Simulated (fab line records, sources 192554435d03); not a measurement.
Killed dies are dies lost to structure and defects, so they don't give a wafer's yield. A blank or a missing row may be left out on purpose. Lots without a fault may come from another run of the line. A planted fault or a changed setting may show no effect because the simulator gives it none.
fab line records | flow n5_finfet
record lots=11 wafers=33 last_day=17
route steps=1938 shown BEOL_M0@731 PASSIVATION@1906
lots that met no fault: from a run of the same line without faults
start_h: hours from the record's first day to the start of the lot's first wafer shown | wait_h: hours since the lot's step before | " the same as in the row above | L1.1+2: a row that stands for several wafers | - no value, or no start given | * or withheld: withheld | < > ~ a bound
route shown NAME@n: a module of which the file shows steps, and the number in the route of the first | usual: mean/standard deviation of fault-free wafers | same: alike in all rows | chamber/n: place in a boat | sites: the reading at each site | _std_site: their standard deviation | _edge_site: outer sites' mean less inner sites' | radius_mm: how far each site lies from the wafer's centre | mask NAME#n: copy n | behind: the tool/chamber that last shaped the wafer | hold: why the lot was held/for how many hours/how that ended | device: the transistor (n, p or np) that didn't switch | end of line: the same wafers' tests at the end of the route | a step without rows: its recipe alone | killed: dies lost to structure and defects at the first sort, not the wafer's yield | map: a wafer's dies, x killed, . not, _ none there
set.NAME: the setting as run; set.NAME@STEP: as run at that earlier step | model.NAME: the simulator's own value behind a step, which no gauge read
steps of the route over a sample of lots; a table a step, a row a wafer
services: from which hour (start_h, from the record's first day; less than 0 if before it) a tool's chamber was out of use, for how many hours, and why
## steps
# step N5_BEOL_M0_ALD_136
# recipe material=TaN target_thk_a=* temp_c=275 ald_precursor_family=PDMAT ald_co_reactant=NH3 pressure_torr=3 carrier_flow_sccm=1500 pulse_time_s=2 purge_time_s=3 co_reactant_purge_time_s=2 co_reactant_pulse_time_s=3 ald_cycles=30 precursor_vessel_temp_c=75 precursor_vessel_pressure_torr=26.25 precursor_vessel_carrier_sccm=1000
# usual heater_power_w=411/37
# same co_reactant_pulse_time_s=3 co_reactant_purge_time_s=2
# columns lot.wafer tool chamber start_h wait_h heater_power_w
L453.1 ald_metal-04 0 133.69 0.1 410
L453.4 " 2 " " 473
L453.6 " 3 " " 378
L455.2 ald_metal-01 1 140.03 0.0 369
L455.3 " 0 " " 429
L455.6 " 1 " " 370
L454.2 ald_metal-01 0 143.92 0.2 435
L454.5 " 1 " " 362
L454.6 " 2 " " 419
L456.3 ald_metal-03 3 150.81 0.0 358
L456.5 " 1 " " 380
L456.6 " 2 " " 433
L458.3 ald_metal-01 1 160.42 0.1 367
L458.4 " 0 " " 431
L458.5 " 3 " " 437
L461.1 ald_metal-04 1 176.95 0.0 434
L461.2 " 2 " " 494
L461.3 " 3 " " 369
L464.2 ald_metal-01 0 197.11 0.0 412
L464.4 " 0 " " 425
L464.6 " 3 " " 434
L466.1 ald_metal-01 0 206.82 0.1 430
L466.3 " 3 " " 448
L466.6 " 2 " " 414
L465.1 ald_metal-01 3 209.24 0.0 429
L465.3 " 0 " " 432
L465.4 " 1 " " 377
L470.3 ald_metal-01 2 236.81 0.0 404
L470.4 " 0 " " 431
L470.5 " 3 " " 445
L474.2 ald_metal-03 1 260.09 0.3 375
L474.3 " 2 " " 436
L474.4 " 0 " " 462
# step N5_PASSIVATION_OVL_MEAS_63
# recipe points_per_wafer=44
# usual PAD_OVL=3/4.9
# columns lot.wafer tool chamber start_h wait_h PAD_OVL[nm]
L453.1 overlay-02 0 284.94 0.0 8
L453.4 " 0 " " -5
L453.6 " 0 " " -4
L456.3 overlay-02 0 304.11 0.0 0
L456.5 " 0 " " 5
L456.6 " 0 " " 5
L455.2 overlay-02 0 308.47 0.0 -3
L455.3 " 0 " " -5
L455.6 " 0 " " 0
L458.3 overlay-02 0 322.82 0.0 0
L458.4 " 0 " " 2
L458.5 " 0 " " -1
L454.2 overlay-01 0 332.55 0.0 10
L454.5 " 0 " " 5
L454.6 " 0 " " 17
L461.1 overlay-02 0 342.25 0.0 6
L461.2 " 0 " " 0
L461.3 " 0 " " 4
L465.1 overlay-01 0 352.35 0.0 6
L465.3 " 0 " " 4
L465.4 " 0 " " -1
L464.2 overlay-01 0 356.26 0.0 5
L464.4 " 0 " " 6
L464.6 " 0 " " 5
L466.1 overlay-01 0 385.89 0.0 0
L466.3 " 0 " " 1
L466.6 " 0 " " -6
L470.3 overlay-01 0 409.48 0.0 6
L470.4 " 0 " " 1
L470.5 " 0 " " 5
L474.2 overlay-02 0 409.86 0.0 3
L474.3 " 0 " " 3
L474.4 " 0 " " 4
# step N5_PASSIVATION_CD_MEAS_44
# recipe target_cd_nm=40000 landing_energy_ev=500 detector=se_inlens
# usual cd_nm=40001/3.9
# columns lot.wafer tool chamber start_h wait_h cd_nm
L453.1 cd_sem-03 0 287.36 - 40002
L453.4 " 0 " " 39998
L453.6 " 0 " " 40002
L456.3 cd_sem-03 0 306.35 - 40003
L456.5 " 0 " " 40008
L456.6 " 0 " " 40005
L455.2 cd_sem-02 0 310.23 - 40000
L455.3 " 0 " " 40004
L455.6 " 0 " " 40003
L458.3 cd_sem-03 0 325.10 - 40002
L458.4 " 0 " " 40004
L458.5 " 0 " " 40005
L454.2 cd_sem-02 0 334.53 - 39995
L454.5 " 0 " " 39997
L454.6 " 0 " " 39997
L461.1 cd_sem-01 0 344.49 - 40007
L461.2 " 0 " " 40000
L461.3 " 0 " " 40000
L465.1 cd_sem-03 0 354.24 - 39993
L465.3 " 0 " " 39999
L465.4 " 0 " " 39992
L464.2 cd_sem-02 0 358.23 - 40002
L464.4 " 0 " " 39999
L464.6 " 0 " " 40005
L466.1 cd_sem-03 0 387.91 - 40005
L466.3 " 0 " " 40001
L466.6 " 0 " " 40002
L470.3 cd_sem-01 0 411.59 - 40006
L470.4 " 0 " " 40000
L470.5 " 0 " " 39997
L474.2 cd_sem-02 0 411.65 - 40004
L474.3 " 0 " " 39999
L474.4 " 0 " " 40008
# step N5_PASSIVATION_ETCH_54
# recipe chemistry=CHF3/O2 target=SiO2 target_depth_a=8800 CHF3_flow_sccm=50 O2_flow_sccm=5 Ar_flow_sccm=200 time_s=440 mask_material=PR pressure_mtorr=30 source_w=650 bias_w=170 ion_energy_ev=200
# usual drypump_motor_current_A=5.6/0.56 oes_o_777_au=0.79/0.059 oes_product_au=0.78/0.057 rf_fwd_power_W=649.0/1.6 rf_vpp_V=521/11 showerhead_plenum_p_Torr=2.37/0.091 throttle_valve_pct=18.84/0.19
# same time_s=440
# columns lot.wafer tool chamber start_h wait_h drypump_motor_current_A oes_o_777_au oes_product_au rf_fwd_power_W rf_hours_counter_h rf_vpp_V showerhead_plenum_p_Torr throttle_valve_pct
L453.1 rie_diel-04 1 289.42 0.1 6.1 0.84 0.82 650.0 94 530 2.52 18.52
L453.4 " 0 " " 6.5 0.78 0.77 644.2 127 525 2.52 18.76
L453.6 " 0 " " 6.5 0.78 0.77 647.2 - 524 2.52 18.77
L456.3 rie_diel-04 3 307.04 0.1 6.0 0.87 0.85 649.8 57 509 2.53 18.83
L456.5 " 2 " " 5.7 0.89 0.89 647.4 - 538 2.37 18.41
L456.6 " 3 " " 5.9 0.87 0.86 650.5 - 508 2.53 18.85
L455.2 rie_diel-03 1 310.58 0.1 6.4 0.96 0.94 651.0 5 511 2.45 18.79
L455.3 " 2 " " 4.8 0.86 0.86 647.4 59 532 2.36 18.62
L455.6 " 3 " " 5.5 0.70 0.70 648.1 - 527 2.21 18.98
L458.3 rie_diel-04 0 325.48 0.1 6.5 0.76 0.75 650.8 141 525 2.52 18.80
L458.4 " 1 " " 6.1 0.82 0.81 651.4 108 528 2.51 18.56
L458.5 " 3 " " 5.9 0.85 0.84 649.4 - 509 2.53 18.87
L454.2 rie_diel-05 3 335.20 0.1 4.7 0.79 0.77 650.1 126 511 2.32 18.90
L454.5 " 0 " " 5.1 0.71 0.72 646.7 - 516 2.30 18.70
L454.6 " 1 " " 5.8 0.77 0.77 648.4 - 510 2.32 19.01
L461.1 rie_diel-03 2 344.98 0.1 4.8 0.85 0.84 649.7 72 531 2.35 18.64
L461.2 " 1 " " 6.3 0.92 0.91 647.9 17 510 2.45 18.78
L461.3 " 3 " " 5.5 0.70 0.69 647.7 221 525 2.21 18.97
L465.1 rie_diel-05 1 354.73 0.1 5.9 0.76 0.76 648.4 148 509 2.32 19.04
L465.3 " 0 " " 5.2 0.71 0.71 648.8 199 515 2.30 18.71
L465.4 " 2 " " 6.0 0.75 0.74 648.6 164 537 2.40 19.11
L464.2 rie_diel-03 1 358.58 0.1 6.3 0.91 0.89 646.6 22 511 2.45 18.79
L464.4 " 2 " " 4.8 0.84 0.84 648.9 77 531 2.35 18.67
L464.6 " 3 " " 5.5 0.69 0.69 648.9 - 526 2.20 18.99
L466.1 rie_diel-03 2 388.27 0.1 4.8 0.83 0.83 651.8 89 531 2.35 18.67
L466.3 " 0 " " 5.3 0.78 0.76 649.5 160 520 2.31 18.89
L466.6 " 0 " " 5.3 0.79 0.77 649.9 - 523 2.31 18.91
L470.3 rie_diel-04 0 411.94 0.1 6.5 0.75 0.73 648.9 173 526 2.51 18.84
L470.4 " 3 " " 5.9 0.81 0.81 648.0 97 508 2.52 18.92
L470.5 " 3 " " 5.9 0.82 0.81 646.4 - 508 2.52 18.93
L474.2 rie_diel-03 2 412.26 0.1 4.8 0.81 0.82 650.8 97 530 2.34 18.68
L474.3 " 1 " " 6.3 0.88 0.86 645.8 41 510 2.44 18.83
L474.4 " 3 " " 5.5 0.68 0.69 649.8 238 526 2.20 19.01
# step N5_PASSIVATION_PROBE_49
# usual defect_limited_yield=91.2/1.5 killed_at_M0_to_M3=34/11 killed_at_M4_up=14/5.4 killed_at_contacts=12/5.9 killed_at_front_end=40/12 killed_at_other=4/3.3 killed_dies=103/18 killed_on_rim=14/4.1 killed_open=68/13 killed_short=34/7.5 sort_bin_5_function=5.1/1 sort_bin_6_memory=3.3/0.7 sort_n_pass=1076/18 sort_yield_pct=91.2/1.5
# same gross_dies=1180 killed_at_back_side=0 sort_bin_4_leakage[%]=0 sort_bin_8_speed[%]=0
# columns lot.wafer tool chamber start_h wait_h defect_limited_yield[%] killed_at_M0_to_M3 killed_at_M4_up killed_at_contacts killed_at_front_end killed_at_other killed_dies killed_on_rim killed_open killed_short sort_bin_5_function[%] sort_bin_6_memory[%] sort_n_pass sort_yield_pct[%]
L453.1 prober-02 - 292.20 0.0 89.7 26 7 10 73 5 121 13 84 35 6.1 3.7 1059 89.7
L453.4 prober-02 - 292.35 0.2 88.1 26 7 14 91 2 140 16 95 44 6.1 5.4 1040 88.1
L453.6 prober-02 - 292.45 0.3 85.5 20 12 28 98 13 171 23 101 69 8.4 5.7 1009 85.5
L456.3 prober-02 - 311.13 0.1 90.3 44 20 15 31 4 114 11 83 31 5.6 3.9 1066 90.3
L456.5 prober-02 - 311.23 0.2 88.6 45 18 9 52 10 134 9 80 54 6.7 4.1 1046 88.6
L456.6 prober-02 - 311.28 0.3 92.5 32 10 7 39 0 88 14 57 29 4.7 2.3 1092 92.5
L455.2 prober-01 - 313.43 0.1 91.8 36 15 9 35 2 97 16 67 30 4.0 4.1 1083 91.8
L455.3 prober-01 - 313.48 0.1 88.6 52 14 12 54 2 134 22 86 48 6.4 4.7 1046 88.6
L455.6 prober-01 - 313.63 0.3 89.3 47 15 12 46 6 126 17 81 43 6.6 3.6 1054 89.3
L458.3 prober-02 - 328.37 0.1 93.4 20 13 11 30 4 78 14 49 29 3.2 3.1 1102 93.4
L458.4 prober-02 - 328.42 0.2 91.7 31 10 21 32 4 98 11 67 30 5.8 2.4 1082 91.7
L458.5 prober-02 - 328.47 0.2 93.0 25 8 18 30 2 83 10 53 30 4.2 2.6 1097 93.0
L454.2 prober-02 - 338.05 0.1 88.9 39 14 15 58 5 131 24 86 44 6.4 4.5 1049 88.9
L454.5 prober-02 - 338.20 0.2 90.9 36 18 7 43 3 107 12 62 44 5.3 3.5 1073 90.9
L454.6 prober-02 - 338.25 0.3 90.3 39 14 25 35 2 115 17 74 41 5.8 3.4 1065 90.3
L461.1 prober-02 - 347.80 0.0 89.5 55 11 2 43 13 124 21 80 43 6.0 4.0 1056 89.5
L461.2 prober-02 - 347.85 0.1 92.8 24 9 9 35 8 85 15 54 29 4.7 2.5 1095 92.8
L461.3 prober-02 - 347.90 0.1 91.7 41 14 7 25 11 98 5 62 35 4.2 3.7 1082 91.7
L465.1 prober-02 - 357.50 0.0 90.1 34 28 12 42 1 117 14 88 29 6.5 3.1 1063 90.1
L465.3 prober-02 - 357.60 0.1 86.4 92 26 8 34 1 161 22 61 28 8.2 3.5 1019 86.4
L465.4 prober-02 - 357.65 0.2 91.4 40 17 8 35 1 101 16 72 28 5.0 3.4 1079 91.4
L464.2 prober-02 - 361.51 0.1 90.5 40 17 17 30 8 112 7 81 31 6.2 3.1 1068 90.5
L464.4 prober-02 - 361.61 0.2 88.5 51 17 9 54 5 136 19 82 54 7.2 3.8 1044 88.5
L464.6 prober-02 - 361.71 0.3 90.9 25 16 26 39 1 107 14 75 32 5.3 3.7 1073 90.9
L466.1 prober-02 - 391.06 0.0 91.3 25 8 5 59 6 103 20 72 31 5.8 2.9 1077 91.3
L466.3 prober-02 - 391.16 0.1 90.4 35 14 15 46 3 113 13 75 37 5.3 4.2 1067 90.4
L466.6 prober-02 - 391.31 0.3 92.0 26 18 3 45 2 94 13 67 26 5.9 1.8 1086 92.0
L470.3 prober-01 - 414.84 0.1 91.8 24 21 10 34 8 97 10 65 32 4.2 3.4 1083 91.8
L470.4 prober-01 - 414.89 0.2 86.9 99 15 6 32 3 155 29 53 33 8.0 3.5 1025 86.9
L470.5 prober-01 - 414.94 0.2 94.2 16 18 10 20 4 68 8 44 23 3.2 2.3 1112 94.2
L474.2 prober-01 - 416.38 0.1 91.8 39 19 8 30 1 97 13 60 37 4.7 3.6 1083 91.8
L474.3 prober-01 - 416.43 0.1 90.3 52 16 15 30 1 114 18 77 37 5.7 3.8 1066 90.3
L474.4 prober-01 - 416.48 0.2 89.5 48 15 19 40 2 124 19 85 39 6.4 3.9 1056 89.5
# killed by level:class
L453.1 FIN_SAQP:geometric_particle:open=18 STI_FIN_REVEAL:geometric_particle:open=16 BEOL_M0_SAQP:geometric_particle:short=14 GATE_CUT:geometric_particle:short=10 MOL_CONTACT_COAG:geometric_particle:open=8 DUMMY_GATE:geometric_particle:open=7 FIN_SAQP:geometric_particle:short=6 BEOL_M2:geometric_particle:open=5
L453.4 STI_FIN_REVEAL:geometric_particle:open=28 FIN_SAQP:geometric_particle:short=18 FIN_SAQP:geometric_particle:open=16 MOL_CONTACT_COAG:geometric_particle:open=10 GATE_CUT:geometric_particle:open=9 GATE_CUT:geometric_particle:short=8 BEOL_M0_SAQP:geometric_particle:open=8 DUMMY_GATE:geometric_particle:open=4
L453.6 MOL_CONTACT_COAG:geometric_particle:open=21 STI_FIN_REVEAL:geometric_particle:open=19 GATE_CUT:geometric_particle:short=18 FIN_SAQP:geometric_particle:short=17 FIN_SAQP:geometric_particle:open=13 BEOL_M2:geometric_particle:open=8 GATE_CUT:geometric_particle:open=7 MOL_CONTACT_COAG:geometric_particle:short=7
L456.3 MOL_CONTACT_COAG:geometric_particle:open=15 FIN_SAQP:geometric_particle:open=12 BEOL_M0_SAQP:geometric_particle:short=10 BEOL_M0_SAQP:geometric_particle:open=10 BEOL_M3:geometric_particle:open=10 BEOL_M4:geometric_particle:open=9 STI_FIN_REVEAL:geometric_particle:open=8 BEOL_M3:geometric_particle:short=7
L456.5 FIN_SAQP:geometric_particle:open=23 FIN_SAQP:geometric_particle:short=13 BEOL_M0_SAQP:geometric_particle:short=13 BEOL_M0_SAQP:geometric_particle:open=10 BEOL_M4:geometric_particle:open=9 MOL_CONTACT_COAG:geometric_particle:open=8 BEOL_M3:geometric_particle:open=6 DUMMY_GATE:geometric_particle:open=5
L456.6 FIN_SAQP:geometric_particle:open=7 BEOL_M0_SAQP:geometric_particle:open=7 BEOL_M2:geometric_particle:open=7 GATE_CUT:geometric_particle:short=6 MOL_CONTACT_COAG:geometric_particle:open=6 BEOL_M0_SAQP:geometric_particle:short=6 FIN_SAQP:geometric_particle:short=5 STI_FIN_REVEAL:geometric_particle:open=5
L455.2 BEOL_M0_SAQP:geometric_particle:short=12 BEOL_M0_SAQP:geometric_particle:open=9 MOL_CONTACT_COAG:geometric_particle:open=8 BEOL_M4:geometric_particle:open=8 DUMMY_GATE:geometric_particle:open=7 FIN_SAQP:geometric_particle:short=6 FIN_SAQP:geometric_particle:open=6 BEOL_M2:geometric_particle:open=6
L455.3 BEOL_M0_SAQP:geometric_particle:short=18 BEOL_M0_SAQP:geometric_particle:open=15 BEOL_M2:geometric_particle:open=13 FIN_SAQP:geometric_particle:open=12 STI_FIN_REVEAL:geometric_particle:open=11 MOL_CONTACT_COAG:geometric_particle:open=11 FIN_SAQP:geometric_particle:short=10 BEOL_M4:geometric_particle:open=9
L455.6 BEOL_M0_SAQP:geometric_particle:open=21 STI_FIN_REVEAL:geometric_particle:open=14 BEOL_M0_SAQP:geometric_particle:short=13 MOL_CONTACT_COAG:geometric_particle:open=9 BEOL_M4:geometric_particle:open=8 FIN_SAQP:geometric_particle:open=6 GATE_CUT:geometric_particle:short=6 BEOL_M2:geometric_particle:open=5
L458.3 DUMMY_GATE:geometric_particle:open=11 BEOL_M0_SAQP:geometric_particle:short=8 MOL_CONTACT_COAG:geometric_particle:open=7 FIN_SAQP:geometric_particle:open=6 BEOL_M4:geometric_particle:open=5 STARTING-WAFER:geometric_particle:short=5 MOL_CONTACT_COAG:geometric_particle:short=4 BEOL_M8:geometric_particle:open=4
L458.4 MOL_CONTACT_COAG:geometric_particle:open=21 BEOL_M0_SAQP:geometric_particle:open=11 BEOL_M0_SAQP:geometric_particle:short=10 FIN_SAQP:geometric_particle:open=6 DUMMY_GATE:geometric_particle:open=5 FIN_SAQP:geometric_particle:short=4 BEOL_M4:geometric_particle:open=4 STARTING-WAFER:geometric_particle:open=4
L458.5 MOL_CONTACT_COAG:geometric_particle:open=12 DUMMY_GATE:geometric_particle:open=7 BEOL_M2:geometric_particle:open=7 GATE_CUT:geometric_particle:short=6 MOL_CONTACT_COAG:geometric_particle:short=6 BEOL_M0_SAQP:geometric_particle:open=5 STARTING-WAFER:geometric_particle:open=4 BEOL_M0_SAQP:geometric_particle:short=4
L454.2 FIN_SAQP:geometric_particle:short=17 MOL_CONTACT_COAG:geometric_particle:open=15 FIN_SAQP:geometric_particle:open=14 BEOL_M1:geometric_particle:open=12 BEOL_M4:geometric_particle:open=7 STI_FIN_REVEAL:geometric_particle:short=6 STI_FIN_REVEAL:geometric_particle:open=6 BEOL_M3:geometric_particle:open=6
L454.5 BEOL_M4:geometric_particle:open=12 BEOL_M3:geometric_particle:open=9 FIN_SAQP:geometric_particle:short=8 STI_FIN_REVEAL:geometric_particle:open=8 MOL_CONTACT_COAG:geometric_particle:open=6 BEOL_M0_SAQP:geometric_particle:short=6 FIN_SAQP:geometric_particle:open=5 BEOL_M4:geometric_particle:short=5
L454.6 MOL_CONTACT_COAG:geometric_particle:open=20 BEOL_M3:geometric_particle:open=12 FIN_SAQP:geometric_particle:short=8 BEOL_M0_SAQP:geometric_particle:open=6 GATE_CUT:geometric_particle:short=5 MOL_CONTACT_COAG:geometric_particle:short=5 BEOL_M1:geometric_particle:open=4 DUMMY_GATE:geometric_particle:open=4
L461.1 BEOL_M0_SAQP:geometric_particle:open=18 BEOL_M0_SAQP:geometric_particle:short=14 BEOL_M1:geometric_particle:open=12 STI_FIN_REVEAL:geometric_particle:open=11 FIN_SAQP:geometric_particle:open=10 FIN_SAQP:geometric_particle:short=7 DUMMY_GATE:geometric_particle:open=4 BEOL_M3:geometric_particle:open=4
L461.2 FIN_SAQP:geometric_particle:short=11 MOL_CONTACT_COAG:geometric_particle:open=9 STI_FIN_REVEAL:geometric_particle:open=7 DUMMY_GATE:geometric_particle:open=5 BEOL_M0_SAQP:geometric_particle:short=5 BEOL_M0_SAQP:geometric_particle:open=5 PASS1_DEP:geometric_particle:short=3 BEOL_M1:geometric_particle:open=3
L461.3 BEOL_M0_SAQP:geometric_particle:open=8 BEOL_M3:geometric_particle:open=8 FIN_SAQP:geometric_particle:open=7 FIN_SAQP:geometric_particle:short=6 BEOL_M1:geometric_particle:open=6 BEOL_M2:geometric_particle:open=6 BEOL_M5:geometric_particle:open=6 BEOL_M0_SAQP:geometric_particle:short=5
L465.1 STI_FIN_REVEAL:geometric_particle:open=14 BEOL_M4:geometric_particle:open=13 MOL_CONTACT_COAG:geometric_particle:open=11 BEOL_M1:geometric_particle:open=10 BEOL_M0_SAQP:geometric_particle:open=8 BEOL_M0_SAQP:geometric_particle:short=5 BEOL_M2:geometric_particle:open=5 BEOL_M4:geometric_particle:short=5
L465.3 BEOL_M0:unspecified=70 BEOL_M4:geometric_particle:open=13 STI_FIN_REVEAL:geometric_particle:open=8 MOL_CONTACT_COAG:geometric_particle:open=7 BEOL_M0_SAQP:geometric_particle:short=7 BEOL_M4:geometric_particle:short=7 BEOL_M3:geometric_particle:open=5 FIN_SAQP:geometric_particle:open=4
L465.4 BEOL_M1:geometric_particle:open=10 STI_FIN_REVEAL:geometric_particle:open=9 BEOL_M2:geometric_particle:open=8 BEOL_M0_SAQP:geometric_particle:open=7 BEOL_M3:geometric_particle:open=7 BEOL_M4:geometric_particle:open=7 BEOL_M0_SAQP:geometric_particle:short=6 ILD0:geometric_particle:open=5
L464.2 MOL_CONTACT_COAG:geometric_particle:open=15 BEOL_M3:geometric_particle:open=13 BEOL_M4:geometric_particle:open=10 BEOL_M1:geometric_particle:open=9 FIN_SAQP:geometric_particle:short=6 GATE_CUT:geometric_particle:short=6 FIN_SAQP:geometric_particle:open=5 BEOL_M0_SAQP:geometric_particle:open=5
L464.4 FIN_SAQP:geometric_particle:short=24 BEOL_M4:geometric_particle:open=12 BEOL_M0_SAQP:geometric_particle:open=12 FIN_SAQP:geometric_particle:open=10 BEOL_M3:geometric_particle:open=10 MOL_CONTACT_COAG:geometric_particle:open=9 BEOL_M0_SAQP:geometric_particle:short=8 DUMMY_GATE:geometric_particle:open=6
L464.6 MOL_CONTACT_COAG:geometric_particle:open=22 STI_FIN_REVEAL:geometric_particle:open=11 FIN_SAQP:geometric_particle:open=8 BEOL_M4:geometric_particle:open=8 GATE_CUT:geometric_particle:short=6 BEOL_M0_SAQP:geometric_particle:short=6 BEOL_M3:geometric_particle:open=6 BEOL_M0_SAQP:geometric_particle:open=5
L466.1 STI_FIN_REVEAL:geometric_particle:open=17 FIN_SAQP:geometric_particle:open=9 BEOL_M3:geometric_particle:open=9 FIN_SAQP:geometric_particle:short=7 DUMMY_GATE:geometric_particle:open=7 STI_FIN_REVEAL:geometric_particle:short=6 MOL_CONTACT_COAG:geometric_particle:open=4 BEOL_M1:geometric_particle:open=4
L466.3 FIN_SAQP:geometric_particle:open=13 STI_FIN_REVEAL:geometric_particle:open=12 BEOL_M2:geometric_particle:open=12 FIN_SAQP:geometric_particle:short=10 MOL_CONTACT_COAG:geometric_particle:open=10 BEOL_M3:geometric_particle:open=7 MOL_CONTACT_COAG:geometric_particle:short=5 BEOL_M4:geometric_particle:open=5
L466.6 STI_FIN_REVEAL:geometric_particle:open=10 DUMMY_GATE:geometric_particle:open=9 BEOL_M4:geometric_particle:open=8 BEOL_M3:geometric_particle:open=6 FIN_SAQP:geometric_particle:open=5 BEOL_M2:geometric_particle:open=5 FIN_SAQP:geometric_particle:short=4 FIN_CUT:geometric_particle:short=4
L470.3 MOL_CONTACT_COAG:geometric_particle:open=10 BEOL_M1:geometric_particle:open=8 STI_FIN_REVEAL:geometric_particle:open=7 BEOL_M0_SAQP:geometric_particle:open=7 BEOL_M4:geometric_particle:open=5 PASS1_CAP:geometric_particle:open=5 DUMMY_GATE:geometric_particle:open=4 DUMMY_GATE:geometric_particle:short=4
L470.4 BEOL_M0:unspecified=69 BEOL_M1:geometric_particle:open=9 BEOL_M0_SAQP:geometric_particle:open=8 BEOL_M0_SAQP:geometric_particle:short=8 FIN_SAQP:geometric_particle:short=7 MOL_CONTACT_COAG:geometric_particle:open=6 FIN_SAQP:geometric_particle:open=5 STARTING-WAFER:geometric_particle:short=5
L470.5 MOL_CONTACT_COAG:geometric_particle:open=8 BEOL_M0_SAQP:geometric_particle:short=6 DUMMY_GATE:geometric_particle:open=5 BEOL_M4:geometric_particle:open=5 GATE_CUT:geometric_particle:open=3 BEOL_M0:geometric_particle:open=3 BEOL_M2:geometric_particle:open=3 BEOL_M5:geometric_particle:open=3
L474.2 STI_FIN_REVEAL:geometric_particle:open=10 BEOL_M0_SAQP:geometric_particle:short=10 BEOL_M0_SAQP:geometric_particle:open=9 BEOL_M1:geometric_particle:open=8 BEOL_M4:geometric_particle:short=7 FIN_SAQP:geometric_particle:short=5 MOL_CONTACT_COAG:geometric_particle:open=5 BEOL_M0:geometric_particle:open=5
L474.3 BEOL_M0_SAQP:geometric_particle:short=14 MOL_CONTACT_COAG:geometric_particle:open=13 BEOL_M2:geometric_particle:open=10 STI_FIN_REVEAL:geometric_particle:open=8 BEOL_M3:geometric_particle:open=8 BEOL_M0_SAQP:geometric_particle:open=7 BEOL_M0:geometric_particle:short=5 BEOL_M1:geometric_particle:open=5
L474.4 MOL_CONTACT_COAG:geometric_particle:open=16 FIN_SAQP:geometric_particle:open=12 FIN_SAQP:geometric_particle:short=10 BEOL_M0_SAQP:geometric_particle:short=9 BEOL_M0_SAQP:geometric_particle:open=8 BEOL_M2:geometric_particle:open=8 BEOL_M3:geometric_particle:open=8 BEOL_M4:geometric_particle:open=8
## services
# columns tool chamber start_h hours kind
rie_diel-05 0 167.54 4.6 repair
ald_metal-01 2 175.40 24.0 repair
rie_diel-03 2 185.10 3.2 repair
ald_metal-03 0 194.00 14.1 repair
rie_diel-05 - 196.32 1.0 repair
ald_metal-04 0 198.55 8.2 repair
rie_diel-04 - 199.04 0.5 repair
ald_metal-03 1 223.10 3.2 repair
ald_metal-03 1 247.32 3.8 repair
rie_diel-03 1 258.58 - clean
rie_diel-03 1 258.58 - consumable_replace:focus_ring
rie_diel-03 1 258.58 25.3 scheduled_down
rie_diel-03 1 258.58 25.3 vent_cycle
ald_metal-03 1 267.10 3.3 repair
ald_metal-01 - 279.44 2.8 pm
rie_diel-03 - 282.27 14.6 pm
ald_metal-03 - 284.21 2.8 pm
rie_diel-05 - 290.03 0.5 repair
rie_diel-04 - 306.33 0.4 repair
ald_metal-01 1 327.66 11.6 repair
ald_metal-03 - 374.21 0.5 repair
rie_diel-03 3 374.28 19.2 repair
ald_metal-01 - 382.90 0.4 repair
ald_metal-03 3 393.35 19.1 repair
## key
first_sign step=N5_PASSIVATION_PROBE_49 reading=killed_at_M0_to_M3 direction=up sigmas=5.5 usual=34 struck=96
effect step=N5_PASSIVATION_PROBE_49 reading=killed_dies direction=up sigmas=3.1 usual=103 struck=158
more_kills_born_at N5_BEOL_M0_ALD_136@ald_metal-01=139
met_at N5_BEOL_M0_ALD_136
struck_lots L465,L470
struck_wafers L465.3,L470.4
not_acting_at N5_PASSIVATION_OVL_MEAS_63,N5_PASSIVATION_CD_MEAS_44,N5_PASSIVATION_ETCH_54
onset_between 206.82 209.24
fault kind=chamber_particle_source tool=ald_metal-01 chamber=0 onset_h=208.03 steps=N5_BEOL_M0_ALD_136 rate_per_visit_cm2=0.94716 end_h=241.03
